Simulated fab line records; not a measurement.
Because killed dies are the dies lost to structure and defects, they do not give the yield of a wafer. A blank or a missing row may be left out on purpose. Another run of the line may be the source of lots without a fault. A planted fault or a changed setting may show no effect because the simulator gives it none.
fab line records	flow n5Finfet
[record] lots = 11	wafers = 27	lastDay = 17
route steps=1938 shown BEOL_M11@1572 MIM_BOT_ETCH@1866 PAD_METAL@1896 PASSIVATION@1928
lots untouched by any fault: they come from a run of this same line in which no faults occurred
startH: hours from the record's opening day to when the first of the lot's shown wafers began	waitH: hours since the lot's step before	" unchanged from the row above	L1.1+2: a single row standing in for several wafers	- no value, or no start given	* or withheld: withheld	< > ~ a bound
route shown NAME@n: NAME is a module with steps in the file, n the number in the route of the first one	usual: mean/standard deviation of fault-free wafers	same: alike in all rows	chamber/n: place in a boat	sites: each site's reading	_std_site: standard deviation across them	_edge_site: inner sites' mean taken away from outer sites' mean	radiusMm: for every site, how far away it sits from the centre of the wafer	mask NAME#n: copy n	behind: tool/chamber where the wafer was last shaped	hold: the reason the lot was held/the length of the hold in hours/how it ended	device: which transistor (n, p or np) failed to switch	end of line: at the end of the route, the tests of the same wafers	a step given without rows: its recipe and nothing more	killed: the dies lost at the first sort to structure and to defects; this is not the yield of the wafer	map: dies across one wafer; x = killed, . = not, _ = none there
set.NAME: the run value of the setting; set.NAME@STEP: its run value at that earlier step	model.NAME: the simulator's own value behind a step, which no gauge read
steps of the route over a sample of lots; a table a step, a row a wafer
services: from which hour (startH, from the record's first day; less than 0 if before it) a tool's chamber was out of use, for how many hours, and why
[[steps]]
[step N5_BEOL_M11_ETCH_65]
[recipe] chemistry = CF4	target = SiARC	targetDepthA = 390	maskMaterial = CAR-ArF	timeS = 65	ionEnergyEv = 80	pressureMtorr = 40	sourceW = 545	biasW = 36	Ar_flow_sccm = 100	cf4FlowSccm = 100	ends = cleared
[usual] drypumpMotorCurrentA = 5.9/0.57	etchRfOnTimeS = 65.6/2.6	oesProductAu = 0.66/0.059	rfVppV = 183.8/1.1	showerheadPlenumPTorr = 2.13/0.064	throttleValvePct = 15.55/0.19
lot.wafer	tool	chamber	startH	waitH	drypumpMotorCurrentA	etchRfOnTimeS	oesProductAu	rfHoursCounterH	rfVppV	showerheadPlenumPTorr	throttleValvePct
L667.3	rieDiel-01	2	237.85	0.0	6.8	64.6	0.64	138	182.3	2.07	15.31
L667.4	"	3	"	"	6.3	67.3	0.61	197	183.5	2.11	15.37
L670.1	rieDiel-04	2	256.76	0.0	5.7	68.4	0.60	190	183.3	2.05	15.55
L670.5	"	1	"	"	5.0	62.6	0.74	-	184.3	2.17	15.52
L674.1	rieDiel-04	1	285.17	0.0	5.0	62.9	0.71	65	185.1	2.17	15.55
L674.3	"	2	"	"	5.6	69.0	0.60	201	183.1	2.05	15.59
L674.4	"	1	"	"	5.0	63.4	0.71	-	185.0	2.17	15.54
L675.1	rieDiel-04	3	292.69	0.0	6.7	63.9	0.66	169	182.3	2.06	15.50
L675.2	"	0	"	"	6.1	69.9	0.59	206	185.6	2.21	15.77
L675.4	"	1	"	"	5.0	63.4	0.71	68	184.7	2.17	15.53
L676.3	rieDiel-02	0	301.04	0.0	5.6	66.4	0.76	28	185.2	2.16	15.42
L676.6	"	3	"	"	6.0	68.8	0.58	-	182.5	2.13	16.05
L677.4	rieDiel-01	2	301.11	0.0	6.8	63.9	0.64	159	182.9	2.06	15.35
L677.5	"	0	"	"	5.1	62.5	0.71	-	184.6	2.07	15.29
L678.1	rieDiel-04	0	311.68	0.0	6.1	69.4	0.58	212	184.3	2.21	15.78
L678.6	"	0	"	"	6.1	69.2	0.58	-	183.7	2.21	15.78
L679.4	rieDiel-01	0	315.58	0.0	5.1	62.3	0.71	80	182.7	2.07	15.28
L679.5	"	0	"	"	5.1	62.1	0.71	-	184.4	2.07	15.29
L679.6	"	1	"	"	6.3	66.9	0.69	-	185.2	2.16	15.72
L680.2	rieDiel-04	3	317.16	0.0	6.7	62.9	0.66	178	183.6	2.06	15.52
L680.6	"	1	"	"	5.0	63.4	0.70	-	184.6	2.16	15.56
L684.2	rieDiel-01	1	346.60	0.0	6.4	68.2	0.68	96	184.2	2.16	15.73
L684.3	"	0	"	"	5.1	62.7	0.69	89	182.9	2.07	15.33
L684.6	"	0	"	"	5.1	62.9	0.69	-	182.0	2.07	15.31
L688.3	rieDiel-01	0	364.46	0.0	5.1	62.8	0.69	94	183.0	2.07	15.32
L688.4	"	2	"	"	6.8	64.6	0.63	178	184.3	2.06	15.38
L688.6	"	3	"	"	6.3	69.2	0.58	-	184.8	2.10	15.45
[step N5_MIM_BOT_ETCH_ETCH_04]
[recipe] chemistry = CF4/O2	target = SiNx	targetDepthA = 260	timeS = 13	ionEnergyEv = 100	pressureMtorr = 40	sourceW = 535	biasW = 49	Ar_flow_sccm = 100	cf4FlowSccm = 100	O2_flow_sccm = 10
[usual] drypumpMotorCurrentA = 5.5/0.51	oesProductAu = 0.80/0.072	rfVppV = 239/6.4	showerheadPlenumPTorr = 2.18/0.049	throttleValvePct = 16.00/0.17
lot.wafer	tool	chamber	startH	waitH	drypumpMotorCurrentA	oesProductAu	rfHoursCounterH	rfVppV	showerheadPlenumPTorr	throttleValvePct
L667.3	rieDiel-05	0	272.43	0.0	5.9	0.83	80	238	2.15	16.12
L667.4	"	2	"	"	4.8	0.72	195	229	2.10	16.15
L670.1	rieDiel-06	2	285.60	0.0	4.7	0.88	31	235	2.16	15.95
L670.5	"	1	"	"	5.9	0.93	-	238	2.17	15.97
L674.1	rieDiel-03	1	320.62	0.0	5.8	0.84	65	240	2.13	15.87
L674.3	"	2	"	"	5.8	0.82	96	246	2.21	15.74
L674.4	"	3	"	"	5.5	0.85	36	248	2.24	15.90
L675.1	rieDiel-03	0	321.11	0.0	6.3	0.85	55	248	2.18	16.15
L675.2	"	1	"	"	5.9	0.83	65	238	2.13	15.87
L675.4	"	2	"	"	5.8	0.82	96	246	2.21	15.74
L677.4	rieDiel-06	3	333.26	0.0	4.8	0.95	4	236	2.26	15.86
L677.5	"	3	"	"	4.8	0.96	-	237	2.26	15.85
L676.3	rieDiel-05	2	333.65	0.0	4.8	0.70	217	227	2.09	16.20
L676.6	"	0	"	"	5.9	0.81	-	237	2.14	16.17
L678.1	rieDiel-06	2	340.53	0.0	4.7	0.83	54	234	2.15	16.00
L678.6	"	1	"	"	5.9	0.87	-	238	2.16	16.02
L680.2	rieDiel-05	1	348.54	0.0	5.1	0.77	97	250	2.21	15.88
L680.6	"	2	"	"	4.8	0.70	-	228	2.09	16.19
L679.4	rieDiel-03	0	348.70	0.0	6.3	0.83	64	246	2.17	16.20
L679.5	"	1	"	"	5.9	0.85	-	241	2.12	15.89
L679.6	"	2	"	"	5.8	0.82	-	245	2.21	15.77
L684.2	rieDiel-03	3	379.81	0.0	5.5	0.82	57	248	2.23	15.94
L684.3	"	2	"	"	5.8	0.79	118	245	2.21	15.77
L684.6	"	1	"	"	5.9	0.83	-	239	2.12	15.90
L688.3	rieDiel-03	3	399.05	0.0	5.5	0.80	63	246	2.23	15.96
L688.4	"	0	"	"	6.3	0.82	81	247	2.17	16.20
L688.6	"	1	"	"	5.9	0.81	-	241	2.12	15.91
[step N5_PASSIVATION_AL_DEP_21]
[recipe] material = Al	targetThkA = 28000	tempC = 400	timeS = 170	powerW = 30000	chamberPressurePa = 0.4	gas = Ar
[usual] chamberPressurePa = 0.4001/0.00077	throttleValvePct = 29.6/0.92
lot.wafer	tool	chamber	startH	waitH	chamberPressurePa	throttleValvePct
L667.3	pvdSputter-02	-	277.80	0.1	0.4008	30.7
L667.4	"	-	"	"	0.4002	29.0
L670.1	pvdSputter-02	-	288.84	0.1	0.3994	30.4
L670.5	"	-	"	"	0.3999	29.5
L675.1	pvdSputter-01	-	325.18	0.1	0.4026	29.5
L675.2	"	-	"	"	0.4010	27.5
L675.4	"	-	"	"	0.3993	29.2
L674.1	pvdSputter-01	-	325.69	0.1	0.3995	29.3
L674.3	"	-	"	"	0.4008	29.6
L674.4	"	-	"	"	0.4007	29.8
L677.4	pvdSputter-01	-	335.49	0.1	0.4000	29.2
L677.5	"	-	"	"	0.3984	27.7
L676.3	pvdSputter-01	-	336.82	0.1	0.4005	29.1
L676.6	"	-	"	"	0.3995	29.8
L678.1	pvdSputter-01	-	345.47	0.1	0.3998	28.9
L678.6	"	-	"	"	0.4003	27.7
L679.4	pvdSputter-03	-	353.04	0.1	0.4001	30.6
L679.5	"	-	"	"	0.4002	30.1
L679.6	"	-	"	"	0.3997	29.2
L680.2	pvdSputter-01	-	353.21	0.1	0.4011	27.3
L680.6	"	-	"	"	0.4000	29.7
L684.2	pvdSputter-01	-	384.23	0.1	0.3994	27.2
L684.3	"	-	"	"	0.3987	29.8
L684.6	"	-	"	"	0.4007	29.3
L688.3	pvdSputter-03	-	402.98	0.1	0.4000	30.4
L688.4	"	-	"	"	0.3989	29.4
L688.6	"	-	"	"	0.3992	29.7
[step N5_PASSIVATION_DESCUM_46]
[recipe] chemistry = O2	timeS = 7.9	sourcePowerW = 50	biasPowerW = 20	pressureMtorr = 20	rfFrequencyHz = 2.712e+07	tempC = 40	o2FlowSccm = 225
[usual] drypumpMotorCurrentA = 5.5/0.5	oesProductAu = 0.84/0.069	rfVppV = 242.9/1.2	showerheadPlenumPTorr = 2.08/0.05	throttleValvePct = 20.48/0.15
lot.wafer	tool	chamber	startH	waitH	drypumpMotorCurrentA	oesProductAu	rfHoursCounterH	rfVppV	showerheadPlenumPTorr	throttleValvePct
L667.3	rieDiel-06	0	280.51	0.0	5.3	0.84	71	244.1	2.11	20.12
L667.4	"	2	"	"	4.7	0.88	30	242.5	2.07	20.58
L670.1	rieDiel-06	0	291.17	0.0	5.2	0.82	75	243.2	2.11	20.11
L670.5	"	2	"	"	4.7	0.88	-	242.7	2.06	20.59
L675.1	rieDiel-06	3	328.13	0.3	4.8	0.99	2	243.3	2.16	20.44
L675.2	"	2	"	"	4.7	0.85	51	243.8	2.06	20.61
L675.4	"	1	"	"	5.9	0.90	27	241.5	2.04	20.52
L674.1	rieDiel-05	2	328.19	0.2	4.8	0.69	215	241.5	2.00	20.74
L674.3	"	0	"	"	5.9	0.81	96	241.7	2.01	20.43
L674.4	"	0	"	"	5.8	0.80	-	241.4	2.01	20.42
L677.4	rieDiel-03	3	338.64	0.1	5.5	0.86	43	243.6	2.14	20.52
L677.5	"	1	"	"	5.9	0.83	-	241.8	2.04	20.47
L676.3	rieDiel-06	2	339.31	0.0	4.7	0.85	54	242.0	2.06	20.61
L676.6	"	1	"	"	5.9	0.89	-	241.3	2.04	20.52
L678.1	rieDiel-06	2	351.28	0.0	4.7	0.84	58	241.5	2.06	20.63
L678.6	"	1	"	"	5.9	0.88	-	244.1	2.04	20.51
L680.2	rieDiel-06	0	355.68	0.2	5.3	0.80	102	243.3	2.10	20.17
L680.6	"	0	"	"	5.2	0.80	-	242.3	2.10	20.16
L679.4	rieDiel-03	1	356.19	0.1	5.9	0.84	77	242.6	2.03	20.47
L679.5	"	3	"	"	5.5	0.84	-	243.8	2.14	20.51
L679.6	"	2	"	"	5.8	0.81	-	243.4	2.13	20.52
L684.2	rieDiel-06	2	386.84	0.0	4.7	0.84	69	241.7	2.05	20.66
L684.3	"	1	"	"	5.9	0.86	46	243.4	2.04	20.53
L684.6	"	1	"	"	5.9	0.86	-	241.0	2.04	20.53
L688.3	rieDiel-03	3	405.76	0.1	5.5	0.82	65	244.0	2.13	20.55
L688.4	"	2	"	"	5.8	0.78	125	244.6	2.12	20.53
L688.6	"	0	"	"	6.3	0.84	-	241.8	2.02	20.52
[step N5_PASSIVATION_PROBE_49]
[usual] defectLimitedYield = 91.3/1.4	killed_at_M0_to_M3 = 32/9.5	killed_at_M4_up = 14/5.2	killedAtContacts = 13/5.7	killedAtFrontEnd = 41/12	killedAtOther = 3.5/2.6	killedDies = 103/17	killedOnRim = 14/4	killedOpen = 68/14	killedShort = 32/7	sort_bin_4_leakage = 0.01/0.051	sort_bin_5_function = 5.0/0.91	sort_bin_6_memory = 3.3/0.7	sortNPass = 1076/17	sortYieldPct = 91.2/1.4
[same] grossDies = 1180	killedAtBackSide = 0	sort_bin_8_speed[%] = 0
lot.wafer	tool	chamber	startH	waitH	defectLimitedYield[%]	killed_at_M0_to_M3	killed_at_M4_up	killedAtContacts	killedAtFrontEnd	killedAtOther	killedDies	killedOnRim	killedOpen	killedShort	sort_bin_4_leakage[%]	sort_bin_5_function[%]	sort_bin_6_memory[%]	sortNPass	sortYieldPct[%]
L667.3	prober-01	-	283.66	0.1	91.3	25	20	17	37	4	103	15	71	32	0.17	4.8	3.6	1075	91.1
L667.4	prober-01	-	283.71	0.2	88.8	43	20	17	45	7	132	14	90	42	0	6.9	4.0	1048	88.8
L670.1	prober-02	-	294.23	0.0	89.7	33	14	14	56	4	121	9	95	26	0	6.3	3.8	1059	89.7
L670.5	prober-02	-	294.43	0.2	91.2	32	13	8	48	3	104	15	65	35	0	5.3	2.6	1076	91.2
L675.1	prober-01	-	331.17	0.0	92.6	26	8	21	32	0	87	13	57	28	0	4.4	2.5	1093	92.6
L675.2	prober-01	-	331.22	0.1	93.8	22	12	8	28	3	73	4	46	26	0	3.6	2.5	1107	93.8
L675.4	prober-01	-	331.32	0.2	90.8	22	22	17	41	7	109	13	67	32	0	5.5	2.8	1071	90.8
L674.1	prober-02	-	331.25	0.0	90.5	25	12	12	58	5	112	20	69	42	0.51	4.7	4.2	1062	90.0
L674.3	prober-02	-	331.35	0.1	90.7	27	14	19	48	2	110	20	67	33	0	4.7	3.4	1070	90.7
L674.4	prober-02	-	331.40	0.2	90.4	40	15	5	44	9	113	18	82	30	0	5.3	4.2	1067	90.4
L677.4	prober-01	-	341.83	0.2	87.7	58	26	11	48	2	145	22	103	41	0	7.5	4.3	1035	87.7
L677.5	prober-01	-	341.88	0.2	90.0	41	9	14	53	1	118	16	87	30	0	6.0	3.5	1062	90.0
L676.3	prober-01	-	342.47	0.1	89.8	29	8	7	65	11	120	14	78	41	0	4.7	5.4	1060	89.8
L676.6	prober-01	-	342.62	0.3	91.1	31	8	10	48	8	105	17	67	38	0	5.3	3.3	1075	91.1
L678.1	prober-01	-	355.51	0.0	92.4	25	8	4	51	2	90	12	50	31	0	4.2	2.5	1090	92.4
L678.6	prober-01	-	355.76	0.3	92.9	23	7	12	40	2	84	13	52	29	0	4.2	2.5	1096	92.9
L680.2	prober-01	-	358.78	0.1	93.0	28	11	16	27	1	83	8	57	26	0	4.0	2.9	1097	93.0
L680.6	prober-01	-	358.98	0.3	92.5	21	17	15	34	2	89	11	56	33	0	4.4	2.9	1091	92.5
L679.4	prober-02	-	359.39	0.2	89.2	40	13	21	48	6	128	12	78	41	0	5.3	4.5	1052	89.2
L679.5	prober-02	-	359.44	0.2	88.1	40	11	21	62	7	141	22	84	54	0	6.2	5.0	1039	88.1
L679.6	prober-02	-	359.49	0.3	91.6	18	22	8	47	4	99	7	60	32	0	4.9	2.5	1081	91.6
L684.2	prober-01	-	389.95	0.1	78.5	33	169	11	33	8	254	20	70	30	0.08	13.4	4.5	925	78.4
L684.3	prober-01	-	390.00	0.1	84.5	31	89	17	44	2	183	29	74	36	0	8.6	3.7	997	84.5
L684.6	prober-01	-	390.15	0.3	85.0	38	79	9	47	4	177	35	71	41	0	8.8	4.2	1003	85.0
L688.3	prober-02	-	408.90	0.1	85.5	38	73	12	42	6	171	34	70	31	0	8.1	3.9	1009	85.5
L688.4	prober-02	-	408.95	0.2	82.5	38	141	7	19	2	207	24	52	21	0	10.4	3.4	973	82.5
L688.6	prober-02	-	409.05	0.3	80.5	39	153	15	20	3	230	18	55	26	0.17	10.3	4.6	948	80.3
// killed by level:class
L667.3 BEOL_M4:geometricParticle:open=14 FIN_SAQP:geometricParticle:open=12 MOL_CONTACT_COAG:geometricParticle:open=12 BEOL_M0_SAQP:geometricParticle:short=9 BEOL_M0_SAQP:geometricParticle:open=9 STI_FIN_REVEAL:geometricParticle:open=6 MOL_CONTACT_COAG:geometricParticle:short=5 GATE_CUT:geometricParticle:short=4
L667.4 FIN_SAQP:geometricParticle:open=15 BEOL_M0_SAQP:geometricParticle:open=13 MOL_CONTACT_COAG:geometricParticle:open=12 BEOL_M0_SAQP:geometricParticle:short=12 BEOL_M4:geometricParticle:open=11 STI_FIN_REVEAL:geometricParticle:open=9 GATE_CUT:geometricParticle:short=7 FIN_SAQP:geometricParticle:short=6
L670.1 STI_FIN_REVEAL:geometricParticle:open=22 MOL_CONTACT_COAG:geometricParticle:open=12 BEOL_M1:geometricParticle:open=11 DUMMY_GATE:geometricParticle:open=10 BEOL_M3:geometricParticle:open=7 FIN_SAQP:geometricParticle:short=6 FIN_SAQP:geometricParticle:open=5 BEOL_M2:geometricParticle:open=4
L670.5 STI_FIN_REVEAL:geometricParticle:open=10 BEOL_M0_SAQP:geometricParticle:short=9 FIN_SAQP:geometricParticle:open=8 FIN_SAQP:geometricParticle:short=7 MOL_CONTACT_COAG:geometricParticle:open=7 BEOL_M4:geometricParticle:open=6 STARTING-WAFER:geometricParticle:short=6 BEOL_M1:geometricParticle:open=5
L675.1 MOL_CONTACT_COAG:geometricParticle:open=16 BEOL_M0_SAQP:geometricParticle:short=9 STI_FIN_REVEAL:geometricParticle:open=7 BEOL_M2:geometricParticle:open=6 STI_FIN_REVEAL:geometricParticle:short=5 MOL_CONTACT_COAG:geometricParticle:short=5 BEOL_M4:geometricParticle:open=5 STARTING-WAFER:geometricParticle:open=5
L675.2 FIN_SAQP:geometricParticle:short=11 MOL_CONTACT_COAG:geometricParticle:open=7 BEOL_M1:geometricParticle:open=6 FIN_SAQP:geometricParticle:open=5 BEOL_M3:geometricParticle:open=5 BEOL_M4:geometricParticle:open=5 STI_FIN_REVEAL:geometricParticle:open=3 BEOL_M0_SAQP:geometricParticle:short=3
L674.1 FIN_SAQP:geometricParticle:short=22 FIN_SAQP:geometricParticle:open=16 MOL_CONTACT_COAG:geometricParticle:open=11 BEOL_M4:geometricParticle:open=10 BEOL_M0_SAQP:geometricParticle:short=5 BEOL_M0_SAQP:geometricParticle:open=5 BEOL_M2:geometricParticle:open=5 STI_FIN_REVEAL:geometricParticle:open=4
L675.4 MOL_CONTACT_COAG:geometricParticle:open=14 BEOL_M4:geometricParticle:open=10 STI_FIN_REVEAL:geometricParticle:open=9 HKMG_FIN:areaEtch=9 FIN_SAQP:geometricParticle:short=5 GATE_CUT:geometricParticle:short=4 BEOL_M0_SAQP:geometricParticle:short=4 BEOL_M1:geometricParticle:open=4
L674.3 MOL_CONTACT_COAG:geometricParticle:open=17 BEOL_M4:geometricParticle:open=9 HKMG_FIN:areaEtch=8 FIN_SAQP:geometricParticle:short=6 FIN_SAQP:geometricParticle:open=6 BEOL_M1:geometricParticle:open=6 BEOL_M3:geometricParticle:open=5 STI_FIN_REVEAL:geometricParticle:open=4
L674.4 FIN_SAQP:geometricParticle:open=27 BEOL_M0_SAQP:geometricParticle:short=13 BEOL_M0_SAQP:geometricParticle:open=10 BEOL_M1:geometricParticle:open=7 MOL_CONTACT_COAG:geometricParticle:open=5 BEOL_M4:geometricParticle:open=5 FIN_SAQP:geometricParticle:short=4 BEOL_M2:geometricParticle:open=4
L677.4 BEOL_M1:geometricParticle:open=14 FIN_SAQP:geometricParticle:open=13 MOL_CONTACT_COAG:geometricParticle:open=11 BEOL_M0_SAQP:geometricParticle:open=10 BEOL_M3:geometricParticle:open=10 GATE_CUT:geometricParticle:short=9 BEOL_M0:geometricParticle:open=7 BEOL_M5:geometricParticle:open=6
L677.5 BEOL_M1:geometricParticle:open=20 FIN_SAQP:geometricParticle:open=12 MOL_CONTACT_COAG:geometricParticle:open=12 STI_FIN_REVEAL:geometricParticle:open=11 GATE_CUT:geometricParticle:short=11 GATE_CUT:geometricParticle:open=11 BEOL_M0:geometricParticle:open=6 BEOL_M1:geometricParticle:short=4
L676.3 STI_FIN_REVEAL:geometricParticle:open=19 GATE_CUT:geometricParticle:short=12 FIN_SAQP:geometricParticle:short=7 FIN_SAQP:geometricParticle:open=6 MOL_CONTACT_COAG:geometricParticle:open=6 BEOL_M1:geometricParticle:open=6 BEOL_M3:geometricParticle:open=5 BEOL_M0_SAQP:geometricParticle:open=4
L676.6 STI_FIN_REVEAL:geometricParticle:open=18 BEOL_M0_SAQP:geometricParticle:open=11 FIN_SAQP:geometricParticle:short=7 MOL_CONTACT_COAG:geometricParticle:open=7 GATE_CUT:geometricParticle:short=5 PASS1_CAP:geometricParticle:short=5 BEOL_M4:geometricParticle:open=4 GATE_CUT:geometricParticle:open=4
L678.1 FIN_SAQP:geometricParticle:short=12 FIN_SAQP:geometricParticle:open=8 HKMG_FIN:areaEtch=8 STI_FIN_REVEAL:geometricParticle:open=7 BEOL_M0_SAQP:geometricParticle:open=6 BEOL_M3:geometricParticle:open=6 DUMMY_GATE:geometricParticle:open=5 BEOL_M0_SAQP:geometricParticle:short=4
L678.6 FIN_SAQP:geometricParticle:short=14 FIN_SAQP:geometricParticle:open=11 MOL_CONTACT_COAG:geometricParticle:open=9 DUMMY_GATE:geometricParticle:open=5 BEOL_M2:geometricParticle:open=5 BEOL_M1:geometricParticle:open=4 GATE_CUT:geometricParticle:short=3 MOL_CONTACT_COAG:geometricParticle:short=3
L680.2 MOL_CONTACT_COAG:geometricParticle:open=13 FIN_SAQP:geometricParticle:open=6 BEOL_M1:geometricParticle:open=6 BEOL_M4:geometricParticle:open=5 ILD0:geometricParticle:open=5 BEOL_M3:geometricParticle:open=5 FIN_SAQP:geometricParticle:short=4 BEOL_M0_SAQP:geometricParticle:short=4
L680.6 MOL_CONTACT_COAG:geometricParticle:open=13 BEOL_M0_SAQP:geometricParticle:short=6 BEOL_M4:geometricParticle:short=6 FIN_SAQP:geometricParticle:open=5 FIN_SAQP:geometricParticle:short=4 STI_FIN_REVEAL:geometricParticle:open=4 DUMMY_GATE:geometricParticle:short=4 DUMMY_GATE:geometricParticle:open=3
L679.4 MOL_CONTACT_COAG:geometricParticle:open=20 BEOL_M0_SAQP:geometricParticle:short=17 FIN_SAQP:geometricParticle:open=9 HKMG_FIN:areaEtch=9 GATE_CUT:geometricParticle:open=8 BEOL_M0_SAQP:geometricParticle:open=7 BEOL_M0:geometricParticle:open=7 BEOL_M4:geometricParticle:open=7
L679.5 MOL_CONTACT_COAG:geometricParticle:open=14 FIN_SAQP:geometricParticle:open=13 FIN_SAQP:geometricParticle:short=12 BEOL_M0_SAQP:geometricParticle:short=10 BEOL_M0_SAQP:geometricParticle:open=10 GATE_CUT:geometricParticle:short=8 BEOL_M2:geometricParticle:open=8 MOL_CONTACT_COAG:geometricParticle:short=7
L679.6 BEOL_M4:geometricParticle:open=16 FIN_SAQP:geometricParticle:open=13 HKMG_FIN:areaEtch=7 GATE_CUT:geometricParticle:short=6 BEOL_M0_SAQP:geometricParticle:short=6 STI_FIN_REVEAL:geometricParticle:open=5 FIN_SAQP:geometricParticle:short=4 ILD0:geometricParticle:open=4
L684.2 BEOL_M11:unspecified=149 FIN_SAQP:geometricParticle:open=13 BEOL_M4:geometricParticle:open=12 BEOL_M2:geometricParticle:open=11 MOL_CONTACT_COAG:geometricParticle:open=8 BEOL_M0_SAQP:geometricParticle:open=8 FIN_SAQP:geometricParticle:short=6 GATE_CUT:geometricParticle:short=5
L684.3 BEOL_M11:unspecified=62 MOL_CONTACT_COAG:geometricParticle:open=13 FIN_SAQP:geometricParticle:open=11 BEOL_M4:geometricParticle:open=11 BEOL_M0_SAQP:geometricParticle:open=8 BEOL_M0_SAQP:geometricParticle:short=8 FIN_SAQP:geometricParticle:short=7 STI_FIN_REVEAL:geometricParticle:open=7
L684.6 BEOL_M11:unspecified=61 MOL_CONTACT_COAG:geometricParticle:open=9 BEOL_M2:geometricParticle:open=9 FIN_SAQP:geometricParticle:open=8 STI_FIN_REVEAL:geometricParticle:open=8 FIN_SAQP:geometricParticle:short=7 BEOL_M3:geometricParticle:open=7 BEOL_M4:geometricParticle:open=7
L688.3 BEOL_M11:unspecified=61 BEOL_M2:geometricParticle:open=12 FIN_SAQP:geometricParticle:open=10 MOL_CONTACT_COAG:geometricParticle:open=9 HKMG_FIN:areaEtch=8 BEOL_M5:geometricParticle:open=6 BEOL_M0_SAQP:geometricParticle:open=6 BEOL_M3:geometricParticle:open=6
L688.4 BEOL_M11:unspecified=134 BEOL_M1:geometricParticle:open=11 BEOL_M2:geometricParticle:open=10 MOL_CONTACT_COAG:geometricParticle:open=6 BEOL_M0_SAQP:geometricParticle:open=6 GATE_CUT:geometricParticle:short=4 GATE_CUT:geometricParticle:open=3 BEOL_M1:geometricParticle:short=3
L688.6 BEOL_M11:unspecified=147 MOL_CONTACT_COAG:geometricParticle:open=12 BEOL_M2:geometricParticle:open=10 BEOL_M1:geometricParticle:open=9 BEOL_M3:geometricParticle:open=7 GATE_CUT:geometricParticle:short=6 BEOL_M0_SAQP:geometricParticle:short=6 BEOL_M6:geometricParticle:open=4
[[services]]
tool	chamber	startH	hours	kind
rieDiel-03	0	218.61	7.7	repair
rieDiel-01	2	220.07	16.1	repair
rieDiel-06	-	223.44	14.6	pm
rieDiel-05	-	229.22	0.1	repair
rieDiel-06	1	242.74	-	clean
rieDiel-06	1	242.74	-	consumableReplace:focusRing
rieDiel-06	1	242.74	21.2	scheduledDown
rieDiel-06	1	242.74	21.2	ventCycle
rieDiel-02	0	264.59	16.2	repair
rieDiel-02	-	271.50	14.6	pm
rieDiel-06	3	296.00	-	clean
rieDiel-06	3	296.00	-	consumableReplace:focusRing
rieDiel-06	3	296.00	26.2	scheduledDown
rieDiel-06	3	296.00	26.2	ventCycle
pvdSputter-02	-	303.66	4.3	repair
rieDiel-04	1	310.45	4.1	repair
pvdSputter-03	-	332.51	3.0	repair
pvdSputter-02	-	342.91	6.3	repair
rieDiel-04	0	360.64	2.0	repair
rieDiel-02	0	361.79	5.2	repair
rieDiel-04	-	377.92	2.8	pm
pvdSputter-03	-	385.71	1.1	repair
rieDiel-03	2	393.81	1.2	repair
pvdSputter-02	-	399.78	5.6	repair
[[key]]
[firstSign] step = N5_PASSIVATION_PROBE_49	reading = killed_at_M4_up	direction = up	sigmas = 20	usual = 14	struck = 117
[effect] step = N5_PASSIVATION_PROBE_49	reading = defectLimitedYield	direction = down	sigmas = 6	usual = 91.3	struck = 82.7
[moreKillsBornAt] N5_BEOL_M11_ETCH_65@rieDiel-01 = 614
metAt N5_BEOL_M11_ETCH_65
struckLots L684,L688
notActingAt N5_MIM_BOT_ETCH_ETCH_04,N5_PASSIVATION_AL_DEP_21,N5_PASSIVATION_DESCUM_46
onsetBetween 315.58 346.60
alsoFits time
[fault] kind = chamberParticleSource	tool = rieDiel-01	chamber = -	onsetH = 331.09	steps = N5_BEOL_M11_ETCH_65	ratePerVisitCm2 = 1.9648	endH = 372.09
